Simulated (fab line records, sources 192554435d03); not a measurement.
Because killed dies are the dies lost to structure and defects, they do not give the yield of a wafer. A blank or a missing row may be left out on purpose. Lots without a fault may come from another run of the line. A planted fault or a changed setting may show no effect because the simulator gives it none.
fab line records	flow n5Finfet
[record] lots = 11	wafers = 30	lastDay = 17
route steps=1938 shown BEOL_M9@1416 PASSIVATION@1936
lots that met no fault: from a run of the same line without faults
startH: hours from the record's opening day to when the first of the lot's shown wafers began	waitH: how many hours have passed since the lot's step before this one	" unchanged from the row above	L1.1+2: one row covering several wafers at once	- no value, or no start was given	* or withheld: withheld	< > ~ a bound
route shown NAME@n: a module of which the file shows steps, and the number in the route of the first	usual: the fault-free wafers' mean and standard deviation	same: alike in all rows	chamber/n: place in a boat	sites: per-site readings	_std_site: the standard deviation of these	_edge_site: the outer-site mean with the inner-site mean subtracted	radiusMm: how far each site lies from the wafer's centre	mask NAME#n: copy n	behind: the most recent tool/chamber to have shaped the wafer	hold: cause of the lot's hold/its duration in hours/its outcome	device: whichever transistor did not switch (one of n, p or np)	end of line: the same wafers' tests at the end of the route	a step with no rows: only its recipe	killed: count of dies lost to structure and defects at first sort (not the wafer's yield)	map: a wafer's dies, marking killed ones x, the rest . and places with no die _
set.NAME: the setting that was run; set.NAME@STEP: the one run at that earlier step	model.NAME: the simulator's own value behind a step, which no gauge read
the route's steps for a sample of lots (tables are steps, rows are wafers)
services: from which hour (startH, from the record's first day; less than 0 if before it) a tool's chamber was out of use, for how many hours, and why
[[steps]]
[step N5_BEOL_M9_INSPECT_13]
[recipe] mode = adi	inspectInstrument = brightfield
[usual] rawDefectCount = 397/85
lot.wafer	tool	chamber	startH	waitH	rawDefectCount
L727.2	defectInspect-01	-	211.39	0.0	551
L727.5	"	-	"	"	364
L727.6	"	-	"	"	388
L726.2	defectInspect-02	-	215.77	0.0	337
L726.4	"	-	"	"	444
L726.6	"	-	"	"	344
L733.5	defectInspect-02	-	252.59	0.0	221
L733.6	"	-	"	"	384
L735.5	defectInspect-02	-	256.02	0.0	292
L735.6	"	-	"	"	304
L736.1	defectInspect-02	-	282.56	0.0	331
L736.2	"	-	"	"	340
L739.2	defectInspect-02	-	287.47	0.0	367
L739.4	"	-	"	"	278
L739.6	"	-	"	"	425
L743.3	defectInspect-01	-	320.15	0.0	574
L743.4	"	-	"	"	493
L743.6	"	-	"	"	343
L746.1	defectInspect-01	-	327.55	0.0	509
L746.4	"	-	"	"	433
L746.6	"	-	"	"	431
L744.1	defectInspect-01	-	332.59	0.0	455
L744.3	"	-	"	"	394
L744.4	"	-	"	"	407
L747.2	defectInspect-01	-	335.75	0.0	388
L747.5	"	-	"	"	378
L747.6	"	-	"	"	300
L749.2	defectInspect-02	-	342.43	0.0	432
L749.5	"	-	"	"	446
L749.6	"	-	"	"	578
[step N5_BEOL_M9_ETCH_61]
[recipe] chemistry = CF4	target = SiARC	targetDepthA = 390	maskMaterial = CAR-ArF	timeS = 65	ionEnergyEv = 80	pressureMtorr = 40	sourceW = 545	biasW = 36	Ar_flow_sccm = 100	cf4FlowSccm = 100	ends = cleared
[usual] drypumpMotorCurrentA = 5.9/0.32	etchRfOnTimeS = 64.2/2.1	oesProductAu = 0.67/0.072	rfVppV = 184.1/1.1	showerheadPlenumPTorr = 2.15/0.069	throttleValvePct = 15.64/0.21
lot.wafer	tool	chamber	startH	waitH	drypumpMotorCurrentA	etchRfOnTimeS	oesProductAu	rfHoursCounterH	rfVppV	showerheadPlenumPTorr	throttleValvePct
L727.2	rieDiel-05	0	211.46	0.0	5.5	67.1	0.62	206	183.9	2.11	15.77
L727.5	"	2	"	"	5.7	63.7	0.75	-	184.0	2.09	15.34
L727.6	"	3	"	"	6.1	66.5	0.62	-	186.9	2.19	15.63
L726.2	rieDiel-01	2	215.99	0.0	5.6	65.1	0.75	40	185.0	2.18	15.31
L726.4	"	1	"	"	6.2	62.8	0.66	139	183.9	2.13	15.41
L726.6	"	0	"	"	6.1	61.6	0.79	-	184.1	2.18	15.17
L733.5	rieDiel-05	3	252.68	0.0	6.1	66.5	0.61	-	185.6	2.19	15.67
L733.6	"	0	"	"	5.6	66.1	0.61	-	182.8	2.11	15.81
L735.5	rieDiel-02	1	256.11	0.0	6.5	67.4	0.60	-	183.5	2.12	15.77
L735.6	"	0	"	"	5.6	66.4	0.60	-	185.0	2.20	15.73
L736.1	rieDiel-02	1	282.63	0.0	6.6	67.1	0.60	202	182.6	2.11	15.77
L736.2	"	3	"	"	6.1	62.8	0.78	35	184.9	2.20	15.85
L739.2	rieDiel-02	2	287.54	0.0	6.1	63.3	0.77	27	185.2	2.28	15.48
L739.4	"	1	"	"	6.6	67.7	0.60	203	184.1	2.11	15.79
L739.6	"	1	"	"	6.5	67.9	0.60	-	184.5	2.11	15.80
L743.3	rieDiel-02	0	320.27	0.0	5.6	64.5	0.60	224	187.6	2.19	15.77
L743.4	"	3	"	"	6.1	61.9	0.77	45	185.5	2.19	15.86
L743.6	"	2	"	"	6.2	60.8	0.77	-	186.9	2.27	15.49
L746.1	rieDiel-05	0	328.26	0.0	5.6	66.2	0.60	241	183.9	2.10	15.85
L746.4	"	1	"	"	5.5	61.3	0.65	185	183.7	2.04	15.84
L746.6	"	1	"	"	5.5	60.9	0.65	-	182.4	2.04	15.83
L744.1	rieDiel-02	2	332.66	0.0	6.1	60.9	0.76	40	185.2	2.27	15.49
L744.3	"	0	"	"	5.6	64.5	0.60	228	184.8	2.19	15.75
L744.4	"	1	"	"	6.5	66.7	0.59	215	183.9	2.11	15.82
L747.2	rieDiel-01	0	335.82	0.0	6.1	62.1	0.73	52	183.6	2.17	15.25
L747.5	"	1	"	"	6.2	63.2	0.64	-	183.5	2.12	15.48
L747.6	"	2	"	"	5.6	64.8	0.72	-	184.5	2.16	15.39
L749.2	rieDiel-02	2	342.75	0.0	6.1	60.7	0.76	44	185.0	2.27	15.50
L749.5	"	3	"	"	6.1	61.9	0.76	-	183.6	2.19	15.88
L749.6	"	2	"	"	6.1	61.6	0.75	-	185.4	2.27	15.51
[step N5_BEOL_M9_STRIP_19]
[recipe] chemistry = O2	powerW = 400	tempC = 40	pressureMtorr = 30	rfFrequencyHz = 6e+07	biasPowerW = 0	overashFraction = 0.2	o2FlowSccm = 225
[usual] drypumpMotorCurrentA = 5.9/0.31	oesProductAu = 0.78/0.075	rfVppV = 3.6/0.57	showerheadPlenumPTorr = 2.09/0.057	throttleValvePct = 16.65/0.22
lot.wafer	tool	chamber	startH	waitH	drypumpMotorCurrentA	oesProductAu	rfHoursCounterH	rfVppV	showerheadPlenumPTorr	throttleValvePct
L727.2	rieDiel-05	3	212.11	0.4	6.1	0.73	190	2.6	2.14	16.66
L727.5	"	2	"	"	5.7	0.87	-	3.9	2.07	16.57
L727.6	"	3	"	"	6.1	0.74	-	3.7	2.14	16.67
L726.2	rieDiel-02	1	216.49	0.2	6.6	0.69	186	3.5	2.04	16.64
L726.4	"	2	"	"	6.2	0.95	6	3.9	2.25	16.53
L726.6	"	1	"	"	6.5	0.69	-	3.7	2.04	16.66
L733.5	rieDiel-05	2	253.03	0.0	5.7	0.84	-	3.7	2.06	16.57
L733.6	"	3	"	"	6.1	0.71	-	3.6	2.14	16.69
L735.5	rieDiel-01	2	256.45	0.0	5.6	0.85	-	2.7	2.11	16.31
L735.6	"	1	"	"	6.2	0.74	-	4.0	2.07	16.43
L736.1	rieDiel-01	0	283.06	0.2	6.1	0.88	36	4.3	2.12	16.26
L736.2	"	2	"	"	5.6	0.86	59	4.6	2.11	16.34
L739.2	rieDiel-05	0	287.88	0.1	5.5	0.73	229	4.6	2.05	16.83
L739.4	"	1	"	"	5.5	0.76	174	2.9	2.02	17.01
L739.6	"	2	"	"	5.7	0.84	-	3.9	2.06	16.59
L743.3	rieDiel-02	0	320.74	0.2	5.6	0.69	224	3.7	2.15	16.84
L743.4	"	1	"	"	6.6	0.69	211	3.8	2.03	16.69
L743.6	"	3	"	"	6.1	0.89	-	2.9	2.12	16.77
L746.1	rieDiel-01	0	328.61	0.1	6.1	0.86	50	4.6	2.12	16.28
L746.4	"	2	"	"	5.6	0.83	74	3.3	2.10	16.36
L746.6	"	1	"	"	6.2	0.73	-	2.9	2.06	16.46
L744.1	rieDiel-01	0	333.00	0.1	6.1	0.86	51	3.5	2.12	16.30
L744.3	"	3	"	"	5.9	0.71	219	3.4	2.00	16.93
L744.4	"	1	"	"	6.2	0.73	173	4.1	2.06	16.46
L747.2	rieDiel-05	3	336.26	0.1	6.1	0.70	226	4.1	2.13	16.73
L747.5	"	0	"	"	5.6	0.73	-	3.2	2.05	16.84
L747.6	"	1	"	"	5.5	0.75	-	3.9	2.01	17.02
L749.2	rieDiel-01	2	343.10	0.1	5.6	0.82	78	4.0	2.10	16.38
L749.5	"	1	"	"	6.2	0.74	-	4.4	2.06	16.48
L749.6	"	2	"	"	5.6	0.84	-	3.9	2.10	16.38
[step N5_BEOL_M9_ETCH_76]
[recipe] chemistry = N2/H2	target = underlayer	targetDepthA = 65	maskMaterial = CAR-EUV	timeS = 5.2	ionEnergyEv = 200	pressureMtorr = 30	sourceW = 840	biasW = 150	n2FlowSccm = 200	h2FlowSccm = 200	ends = cleared
[usual] drypumpMotorCurrentA = 5.90/0.3	etchRfOnTimeS = 5.14/0.15	n2FlowSccm = 200.0/0.59	oesProductAu = 0.68/0.071	rfVppV = 523.9/2.7	showerheadPlenumPTorr = 2.55/0.086	throttleValvePct = 17.93/0.22
lot.wafer	tool	chamber	startH	waitH	drypumpMotorCurrentA	etchRfOnTimeS	n2FlowSccm	oesProductAu	rfHoursCounterH	rfVppV	showerheadPlenumPTorr	throttleValvePct
L727.2	rieDiel-05	1	212.66	0.0	5.55	4.87	201.7	0.67	151	521.8	2.47	18.33
L727.5	"	3	"	"	6.12	5.16	200.0	0.62	-	526.1	2.62	17.91
L727.6	"	2	"	"	5.72	5.01	200.3	0.75	-	519.2	2.47	17.72
L726.2	rieDiel-05	1	217.20	0.0	5.51	4.92	201.3	0.67	152	520.5	2.47	18.36
L726.4	"	2	"	"	5.72	5.06	199.3	0.74	53	521.4	2.47	17.74
L726.6	"	3	"	"	6.08	5.21	200.1	0.62	-	526.2	2.62	17.90
L733.5	rieDiel-05	0	253.76	0.0	5.55	7.94	200.5	0.49	-	525.0	2.52	18.09
L733.6	"	3	"	"	6.12	5.27	200.2	0.60	-	525.9	2.61	17.93
L735.5	rieDiel-05	3	257.86	0.0	6.11	7.89	200.2	0.50	-	525.9	2.61	17.90
L735.6	"	2	"	"	5.71	5.09	200.7	0.73	-	522.8	2.47	17.74
L736.1	rieDiel-05	3	284.02	0.0	6.11	5.18	199.5	0.61	212	525.6	2.61	17.94
L736.2	"	1	"	"	5.52	7.33	199.4	0.53	173	520.8	2.46	18.34
L739.2	rieDiel-01	0	288.64	0.0	6.12	4.97	200.1	0.74	38	525.3	2.60	17.62
L739.4	"	0	"	"	6.11	5.01	200.1	0.76	-	523.0	2.60	17.61
L739.6	"	1	"	"	6.23	5.10	200.3	0.63	-	524.7	2.53	17.74
L743.3	rieDiel-01	3	321.27	0.0	5.90	5.28	197.8	0.59	214	520.0	2.41	17.95
L743.4	"	1	"	"	6.22	5.09	199.8	0.64	169	523.0	2.53	17.75
L743.6	"	0	"	"	6.10	4.95	200.1	0.74	-	525.6	2.60	17.62
L746.1	rieDiel-01	0	329.83	0.0	6.07	4.96	200.6	0.74	50	524.7	2.60	17.64
L746.4	"	1	"	"	6.18	4.99	199.5	0.64	172	525.5	2.53	17.75
L746.6	"	3	"	"	5.89	5.30	199.7	0.59	-	519.7	2.41	17.98
L744.1	rieDiel-02	3	334.48	0.0	6.10	5.05	200.2	0.76	50	526.6	2.56	17.85
L744.3	"	1	"	"	6.56	5.43	199.9	0.59	216	523.7	2.52	18.11
L744.4	"	2	"	"	6.11	5.00	200.1	0.76	41	530.4	2.73	18.05
L747.2	rieDiel-01	0	336.83	0.0	6.09	4.98	199.4	0.73	52	525.2	2.60	17.64
L747.5	"	3	"	"	5.91	5.25	200.2	0.60	-	519.3	2.40	17.98
L747.6	"	2	"	"	5.56	5.13	201.0	0.73	-	523.8	2.57	17.68
L749.2	rieDiel-05	0	345.19	0.0	5.58	5.28	200.6	0.60	245	523.2	2.51	18.18
L749.5	"	2	"	"	5.73	5.18	199.7	0.70	-	522.3	2.46	17.79
L749.6	"	1	"	"	5.53	4.89	199.6	0.65	-	523.3	2.46	18.42
[step N5_PASSIVATION_PROBE_49]
[usual] defectLimitedYield = 91.2/1.5	killed_at_M0_to_M3 = 31/10	killed_at_M4_up = 15/5.9	killedAtContacts = 13/6	killedAtFrontEnd = 41/11	killedAtOther = 4/3.1	killedDies = 104/18	killedOpen = 68/13	killedShort = 33/8.1	sort_bin_4_leakage = 0.00/0.03	sort_bin_5_function = 5.1/1.1	sort_bin_6_memory = 3.2/0.69	sort_bin_8_speed = 0.01/0.045	sortNPass = 1076/18
[same] grossDies = 1180	killedAtBackSide = 0
lot.wafer	tool	chamber	startH	waitH	defectLimitedYield[%]	killed_at_M0_to_M3	killed_at_M4_up	killedAtContacts	killedAtFrontEnd	killedAtOther	killedDies	killedOpen	killedShort	sort_bin_4_leakage[%]	sort_bin_5_function[%]	sort_bin_6_memory[%]	sort_bin_8_speed[%]	sortNPass
L735.5	prober-02	-	310.74	0.2	91.5	34	14	12	39	1	100	72	24	0	5.4	2.5	0	1080
L736.1	prober-01	-	342.66	0.9	91.7	41	14	11	30	2	98	60	37	0	5.1	2.8	0	1082
L736.2	prober-01	-	342.71	0.9	93.5	30	8	9	30	0	77	49	26	0	3.2	2.7	0	1103
// killed by level:class
L735.5 BEOL_M3:geometricParticle:open=16 MOL_CONTACT_COAG:geometricParticle:open=12 BEOL_M4:geometricParticle:open=9 FIN_SAQP:geometricParticle:open=6 DUMMY_GATE:geometricParticle:open=6 BEOL_M1:geometricParticle:open=6 FIN_SAQP:geometricParticle:short=4 BEOL_M2:geometricParticle:open=4
L736.1 BEOL_M2:geometricParticle:open=11 BEOL_M0_SAQP:geometricParticle:short=10 FIN_SAQP:geometricParticle:open=9 MOL_CONTACT_COAG:geometricParticle:open=9 BEOL_M0_SAQP:geometricParticle:open=8 STARTING-WAFER:geometricParticle:short=7 BEOL_M0:geometricParticle:open=6 BEOL_M4:geometricParticle:open=6
L736.2 BEOL_M2:geometricParticle:open=15 FIN_SAQP:geometricParticle:open=9 MOL_CONTACT_COAG:geometricParticle:open=8 BEOL_M0_SAQP:geometricParticle:short=5 BEOL_M2:geometricParticle:short=5 FIN_SAQP:geometricParticle:short=4 STARTING-WAFER:geometricParticle:short=4 SPACER0:geometricParticle:open=3
[[services]]
tool	chamber	startH	hours	kind
rieDiel-05	1	197.71	7.7	repair
rieDiel-02	1	230.86	7.7	repair
rieDiel-02	2	237.49	1.5	repair
rieDiel-01	-	271.14	0.8	repair
rieDiel-05	2	301.90	1.7	repair
rieDiel-05	3	343.35	14.3	repair
[[key]]
[firstSign] step = N5_BEOL_M9_ETCH_76	reading = etchRfOnTimeS	direction = up	sigmas = 17	usual = *	struck = *
[effect] step = N5_BEOL_M9_ETCH_76	reading = oesProductAu	direction = down	sigmas = 2.4	usual = 0.68	struck = 0.51
metAt N5_BEOL_M9_ETCH_76
struckLots L733,L735,L736
struckWafers L733.5,L735.5,L736.2
notActingAt N5_BEOL_M9_INSPECT_13,N5_BEOL_M9_ETCH_61,N5_BEOL_M9_STRIP_19
onsetBetween 217.20 253.76
[fault] kind = processParameterDrift	tool = rieDiel-05	chamber = -	onsetH = 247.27	steps = N5_BEOL_M9_ETCH_76	channel = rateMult	offset = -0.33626	shape = step	endH = 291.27	scope = struckWafersOnly
